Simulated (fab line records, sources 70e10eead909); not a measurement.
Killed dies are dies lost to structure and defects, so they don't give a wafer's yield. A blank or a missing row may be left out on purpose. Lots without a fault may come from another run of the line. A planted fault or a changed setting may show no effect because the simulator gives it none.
A struck lot beside a sound one | flow nand_harc | 43 steps out of a route of 1159
Sound: wafers L208.3, L208.4, L208.6. Struck: wafer L216.6. (L216.2, L216.4 of the same lot were not struck and are left out.) The cause comes at the end.
At each step with rows: each side's tool, then ch and its chambers, then its first start. Under that, the readings that differ: sound wafers | struck wafers | difference of the means | sigmas: that difference in standard deviations of wafers without a fault.
alike: readings whose means differ by less than 2 such deviations, and words and numbers that are the same on both sides. not compared: withheld readings, readings that some wafer has no value for, bounds like >300 that may hide the same value, and numbers for which the record gives no deviation and whose values overlap.
The two part at a step that has a row with sigmas, a row that says differs or no value, or rows on one side only. Numbers that don't overlap but have no deviation are shown without sigmas and don't part them. A reading that every wafer of one side lacks parts them only if that side has two wafers or more.

first, 5 steps without rows for these wafers: NHARC_A_CONTACT_SOFTBAKE_64 (time 55 s); NHARC_A_CONTACT_EBR_65; NHARC_A_CONTACT_EXPOSE_66 (exposes mask A CC 2); NHARC_A_CONTACT_PEB_67 (peb time 65 s); NHARC_A_CONTACT_DEVELOP_68 (develop time 35 s).
NHARC_A_CONTACT_CD_MEAS_69: target cd 200 nm.
  sound on cd_sem-01 ch 0, day 16 09:55; struck on cd_sem-03 ch 0, day 18 20:59
  alike: cd_nm
NHARC_A_CONTACT_OVL_MEAS_70:
  sound on overlay-01, day 16 10:01; struck on overlay-02, day 18 21:04
  alike: overlay_x_nm, overlay_y_nm
NHARC_A_CONTACT_INSPECT_71:
  sound on defect_inspect-01, day 16 10:02; struck on defect_inspect-02, day 18 21:07
  alike: raw_defect_count
NHARC_A_CONTACT_DESCUM_74: chemistry O2, time 3 s.
  sound on rie_diel-03 ch 0,1,2, day 16 10:07; struck on rie_diel-11 ch 0, day 18 21:11
  reading               | sound             | struck | difference | sigmas
  oes_product_au (a.u.) | 1.004 1.005 1.002 | 0.968  | -0.036     | -3
  alike: drypump_motor_current_A, rf_vpp_V, showerhead_plenum_p_Torr, throttle_valve_pct
  not compared: rf_hours_counter_h
then, 1 step without rows for these wafers: NHARC_A_CONTACT_ETCH_75 (etches the open film in CF4, target depth 39 nm, time 65 s).
NHARC_A_CONTACT_ETCH_76: etches the open film in N2/H2, target depth 260 nm, time 475.3 s.
  sound on rie_diel-03 ch 0,1,2; struck on rie_diel-11 ch 3
  reading                     | sound       | struck | difference | sigmas
  drypump_motor_current_A (A) | 5.9 6.0 5.6 | 6.7    | +0.9       | +2
  rf_vpp_V (V)                | 431 427 434 | 424    | -7         | -2
  alike: bias_w, oes_product_au, showerhead_plenum_p_Torr, throttle_valve_pct
  not compared: rf_hours_counter_h
then, 1 step without rows for these wafers: NHARC_A_CONTACT_ETCH_77 (etches the open film in CF4/CHF3, target depth 72.6 nm, time 36.3 s).
NHARC_A_CONTACT_ETCH_78: etches the open film in O2/COS, target depth 2800 nm, time 728 s.
  sound on rie_diel-03 ch 0,1, day 16 10:43; struck on rie_diel-11 ch 0, day 18 21:57
  reading               | sound             | struck | difference | sigmas
  oes_product_au (a.u.) | 1.020 1.007 1.017 | 0.981  | -0.034     | -3
  alike: bias_w, drypump_motor_current_A, rf_vpp_V, showerhead_plenum_p_Torr, throttle_valve_pct
  not compared: rf_hours_counter_h
then, 1 step without rows for these wafers: NHARC_A_CONTACT_ETCH_124 (etches the open film in C4F8/O2/Ar, time 140 s, target depth 700 nm).
NHARC_A_CONTACT_ETCH_125: etches the open film in C4F8/O2/Ar, time 155 s, target depth 956 nm.
  sound on har_cap_etch-01 ch 0,1, day 16 11:29; struck on har_cap_etch-01 ch 1, day 18 22:39
  not compared: rf_hours_counter_h
NHARC_A_CONTACT_ETCH_126: etches the open film in C4F8/O2/Ar, time 155 s, target depth 956 nm.
  sound on har_cap_etch-01 ch 0,1, day 16 11:38; struck on har_cap_etch-01 ch 1, day 18 22:48
  not compared: rf_hours_counter_h
then, 5 steps without rows for these wafers: NHARC_A_CONTACT_ETCH_127 (etches the open film in C4F8/O2/Ar, time 155 s, target depth 956 nm); NHARC_A_CONTACT_ETCH_128 (etches the open film in C4F8/O2/Ar, time 155 s, target depth 956 nm); NHARC_A_CONTACT_ETCH_129 (etches the open film in C4F8/O2/Ar, time 155 s, target depth 956 nm); NHARC_A_CONTACT_ETCH_130 (etches the open film in C4F8/O2/Ar, time 155 s, target depth 956 nm); NHARC_A_CONTACT_ETCH_131 (etches the open film in C4F8/O2/Ar, time 155 s, target depth 956 nm).
NHARC_A_CONTACT_ETCH_132: etches the open film in C4F8/O2/Ar, time 156 s, target depth 958 nm.
  sound on har_cap_etch-01 ch 0,1, day 16 12:29; struck on har_cap_etch-01 ch 1, day 18 23:39
  not compared: rf_hours_counter_h
then, 3 steps without rows for these wafers: NHARC_A_CONTACT_ETCH_133 (etches the open film in C4F8/O2/Ar, time 195 s, target depth 840 nm); NHARC_A_CONTACT_ETCH_91 (etches the open film in CH3F/O2, target depth 40 nm, time 85.7 s); NHARC_A_CONTACT_ETCH_97 (etches the open film in C4F6/O2, target depth 20 nm, time 10 s).
NHARC_A_CONTACT_CD_MEAS_80:
  sound on cd_sem-01, day 16 13:23; struck on cd_sem-02, day 19 00:35
  alike: cd_nm
then, 16 steps without rows for these wafers: NHARC_A_CONTACT_STRIP_103 (strips in N2/H2); NHARC_A_CONTACT_STRIP_104 (strips in CF4/CHF3); NHARC_A_CONTACT_STRIP_105 (strips in O2/COS); NHARC_A_CONTACT_ETCH_106 (etches the open film in CF4/O2, target depth 60 nm, overetch 6 nm, time 33 s); NHARC_A_CONTACT_STRIP_82 (strips in O2); NHARC_A_CONTACT_STRIP_83 (strips in post etch residue remover, time 600 s); NHARC_A_CONTACT_DEP_84 (deposits aC, target thk 2000 nm); NHARC_A_CONTACT_DEP_85 (deposits SiON, target thk 50 nm); NHARC_A_CONTACT_DEHYDRATE_00 (time 120 s); NHARC_A_CONTACT_HMDS_01 (time 30 s); NHARC_A_CONTACT_COAT_86 (time 75 s); NHARC_A_CONTACT_COAT_87 (time 65 s); NHARC_A_CONTACT_COAT_02 (resist thk 90 nm); NHARC_A_CONTACT_SOFTBAKE_03 (time 55 s); NHARC_A_CONTACT_EBR_04; NHARC_A_CONTACT_EXPOSE_05 (exposes mask A CC).
-- the record jumps here: 3 days lie between the struck wafers' starts before and after (it left off in module A_CONTACT and takes up again in module END, whose first step shown is number 1159 of the route) --
NHARC_END_SORT_01:
  the record has rows for the struck wafers here (prober-02 ch 0, day 21 15:38) and none for the sound ones

WHERE THEY PART
First at NHARC_A_CONTACT_DESCUM_74; last, within this record, at NHARC_END_SORT_01.

WHY: what the simulator had put in
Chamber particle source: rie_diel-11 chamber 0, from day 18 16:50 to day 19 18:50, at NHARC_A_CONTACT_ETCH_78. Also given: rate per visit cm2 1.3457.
